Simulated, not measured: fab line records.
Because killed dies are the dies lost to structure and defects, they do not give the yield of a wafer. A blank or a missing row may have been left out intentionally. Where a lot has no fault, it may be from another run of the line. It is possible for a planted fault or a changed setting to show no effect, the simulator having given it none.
8D (eight disciplines) problem report, filled in by code / flow n5Finfet / the parts of the form that need people (team, actions taken, sign-off) are left out

## 1. WHAT IS WRONG
Wafers without a fault read 26000 W, standard deviation 4.7; cathodeDcPowerW at N5_BEOL_M7_SPUTTER_48 reads a mean of 23119 W on 6 wafers belonging to 2 lots. So: -99 or more standard deviations from the usual mean.
The step: material Cu, target thk 10 nm, time 1.667 s.
Earliest sighting: wafer L819.2 on pvdSputter-03 at day 14 08:02. At this step, 33 wafers from 11 lots have a number in the record. Rule for "out" (also "out of limits"): further than 4 standard deviations from the usual mean. The rest of the wafers with a number are treated as sound.

## 2. WHAT IT IS AND WHAT IT IS NOT
question=which readings at this step | is=cathodeDcPowerW | is not=-
question=which lots | is=L819, L820 | is not=L800, L801, L803, L804, L805, L808, L810, L818, L822
question=which wafers of those lots | is=all that have a number | is not=-
question=read on which tools | is=pvdSputter-03 | is not=pvdSputter-01, pvdSputter-02
question=when | is=from day 14 08:02 | is not=up to then (24 sound wafers); but 3 sound wafers of L822 came after

## 3. SUSPECTS, AND WHAT RULES EACH OUT
Counting: a tool stays on the suspect list if, at a process step up to the reading, it processed all lots that are out and no sound lot following the first of them.
- rieDiel-04 at N5_BEOL_M7_ETCH_66 (etches SOC in N2/H2, target depth 80 nm, overetch 16 nm, time 120 s): ruled out as a lasting fault. The sound lots L822 went through it after L819, its earliest lot that is out (day 14 05:57).
- rieDiel-04 at N5_BEOL_M7_STRIP_80 (strips in N2/H2, time 10 s): ruled out as a lasting fault. The sound lots L822 went through it after L819, its earliest lot that is out (day 14 06:18). Because N5_BEOL_M7_STRIP_80 lacks a start for some lots, the hours and order of its lots are taken from N5_BEOL_M7_OCD_MEAS_38.
- pvdSputter-03 at N5_BEOL_M7_SPUTTER_48 (material Cu, target thk 10 nm, time 1.667 s): kept. Every lot that is out went through it, starting with L819 (day 14 08:02), and after that it ran no sound lot; the last sound lot it ran before then is L810 (day 11 19:27). Its own readings are out on those wafers: cathodeDcPowerW.
The count leaves pvdSputter-03 at N5_BEOL_M7_SPUTTER_48.

## 4. THE CAUSE (what the simulator had put in)
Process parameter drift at N5_BEOL_M7_SPUTTER_48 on pvdSputter-03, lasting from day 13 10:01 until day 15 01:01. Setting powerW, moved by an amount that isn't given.
This tool alone remained once counting was done.

## 5. THE CHAIN OF EFFECTS, in route order
Rows list readings where the struck wafers' mean (over those with a number) sits beyond 3 standard deviations from the usual. Only readings for which the record gives a usual standard deviation are gone through. hours: the time from each lot's start at the first step in this table that gives one to its start at this step, as a median over the lots. sigmas: the change in usual standard deviations.
hours=0; step=N5_BEOL_M7_SPUTTER_48; reading=cathodeDcPowerW; usual=26000 W; on struck wafers=23119; change=-2881; sigmas=-99 or more
Process steps it contains:
- N5_BEOL_M7_SPUTTER_48: material Cu, target thk 10 nm, time 1.667 s.

## 6. HOW IT WOULD HAVE BEEN CAUGHT EARLIER
22 hours passed between the start of the fault at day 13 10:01 and the first reading out of limits in this record, taken at day 14 08:02.
